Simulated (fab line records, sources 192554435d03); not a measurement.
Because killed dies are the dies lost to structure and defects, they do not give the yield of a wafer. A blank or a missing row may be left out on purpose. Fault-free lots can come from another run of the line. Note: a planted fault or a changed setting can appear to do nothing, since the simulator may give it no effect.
Which of the tools did it? / flow n5 finfet / 8 lots with 24 wafers sampled at 5 steps, on a route of 1938 steps

== WHAT THE GAUGES SHOWED, per wafer ==
N5_BEOL_M6_CD_MEAS_11: target cd 38.5 nm.
lot=L914; measured=day 9 04:08; on=cd sem-02; cd nm (nm)=38.0 38.2 37.9
lot=L923; measured=day 11 10:26; on=cd sem-02; cd nm (nm)=34.7 35.5 35.0
lot=L922; measured=day 11 10:57; on=cd sem-03; cd nm (nm)=35.7 35.8 36.0
lot=L930; measured=day 13 09:46; on=cd sem-02; cd nm (nm)=37.7 37.6 37.9
lot=L932; measured=day 13 14:55; on=cd sem-02; cd nm (nm)=39.3 38.6 38.5
lot=L934; measured=day 14 10:00; on=cd sem-03; cd nm (nm)=39.0 39.0 39.0
lot=L933; measured=day 14 17:31; on=cd sem-03; cd nm (nm)=39.2 38.2 38.4
lot=L937; measured=day 15 00:15; on=cd sem-01; cd nm (nm)=38.4 38.2 38.5

== EACH LOT AND THE TOOL THAT RAN IT (in order: tool; ch and the chambers of the sampled wafers; start) ==
lot=L914; N5_BEOL_M5_ANNEAL_82=pvd sputter-03, day 8 21:40; N5_BEOL_M5_SPUTTER_90=pvd sputter-03, day 9 00:51; N5_BEOL_M6_CURE_74=uv cure-01 ch 2, day 9 02:03; N5_BEOL_M6_EXPOSE_08=arfi scanner-02 ch 0, day 9 04:00
lot=L923; N5_BEOL_M5_ANNEAL_82=pvd sputter-03, day 11 03:53; N5_BEOL_M5_SPUTTER_90=pvd sputter-03, day 11 07:04; N5_BEOL_M6_CURE_74=uv cure-03 ch 1, day 11 08:26; N5_BEOL_M6_EXPOSE_08=arfi scanner-02 ch 0, day 11 10:19
lot=L922; N5_BEOL_M5_ANNEAL_82=pvd sputter-02, day 11 05:10; N5_BEOL_M5_SPUTTER_90=pvd sputter-02, day 11 08:20; N5_BEOL_M6_CURE_74=uv cure-01 ch 2, day 11 09:31; N5_BEOL_M6_EXPOSE_08=arfi scanner-02 ch 0, day 11 10:49
lot=L930; N5_BEOL_M5_ANNEAL_82=pvd sputter-01, day 13 02:08; N5_BEOL_M5_SPUTTER_90=pvd sputter-01, day 13 05:19; N5_BEOL_M6_CURE_74=uv cure-03 ch 2, day 13 07:16; N5_BEOL_M6_EXPOSE_08=arfi scanner-03 ch 0, day 13 09:38
lot=L932; N5_BEOL_M5_ANNEAL_82=pvd sputter-02, day 13 05:46; N5_BEOL_M5_SPUTTER_90=pvd sputter-02, day 13 08:56; N5_BEOL_M6_CURE_74=uv cure-03 ch 0, day 13 10:10; N5_BEOL_M6_EXPOSE_08=arfi scanner-01 ch 0, day 13 14:47
lot=L934; N5_BEOL_M5_ANNEAL_82=pvd sputter-02, day 14 00:46; N5_BEOL_M5_SPUTTER_90=pvd sputter-02, day 14 03:56; N5_BEOL_M6_CURE_74=uv cure-01 ch 1, day 14 05:07; N5_BEOL_M6_EXPOSE_08=arfi scanner-03 ch 0, day 14 09:52
lot=L933; N5_BEOL_M5_ANNEAL_82=pvd sputter-01, day 14 08:20; N5_BEOL_M5_SPUTTER_90=pvd sputter-01, day 14 12:13; N5_BEOL_M6_CURE_74=uv cure-03 ch 1, day 14 13:44; N5_BEOL_M6_EXPOSE_08=arfi scanner-01 ch 0, day 14 17:23
lot=L937; N5_BEOL_M5_ANNEAL_82=pvd sputter-03, day 14 16:55; N5_BEOL_M5_SPUTTER_90=pvd sputter-03, day 14 20:06; N5_BEOL_M6_CURE_74=uv cure-01 ch 1, day 14 21:17; N5_BEOL_M6_EXPOSE_08=arfi scanner-03 ch 0, day 15 00:07
- N5_BEOL_M5_ANNEAL_82: time 1800 s.
- N5_BEOL_M5_SPUTTER_90: material Cu, target thk 4.5 nm, time 8.29 s.
- N5_BEOL_M6_CURE_74: cures SiCOH lowk, time 240 s.
- N5_BEOL_M6_EXPOSE_08: exposes mask M6.

== THE ANSWER, worked out from the rows above alone ==
Rule: the usual values come from the lots themselves. Put in order of their means at a reading, lots are off if they are a third of the lots or fewer, leave a main group of 4 or more, and stand apart from it by a gap of 3 or more times the standard deviation of the main group's means; of several such gaps the widest counts. A main group is skipped when, at the precision printed for the reading in the tables above, its means are all equal. Also off: a lot with no number at a reading for which 4 or more lots have one. Any other lot the step has rows for is counted as sound.
Off, at N5_BEOL_M6_CD_MEAS_11 on cd nm: L923, L922. Mean 38.4 nm and standard deviation 0.44 in the main group.
A tool fits if, at a process step before that reading, it ran every lot that is off, and no sound lot after the first of them. The gauges at N5_BEOL_M6_CD_MEAS_11 are tried like those tools. One candidate fits, namely arfi scanner-02 at N5_BEOL_M6_EXPOSE_08. Its last sound lot is L914 (day 9 04:00), its first lot that is off L923 (day 11 10:19): a fault that began between those two fits.

== WHAT HAD BEEN PUT IN BY THE SIMULATOR ==
Drift in process parameters on arfi scanner-02 at N5_BEOL_M6_EXPOSE_08, starting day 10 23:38. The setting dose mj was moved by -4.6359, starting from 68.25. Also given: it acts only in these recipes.
Lots struck among those shown: L923, L922. The same result came from the rule above.
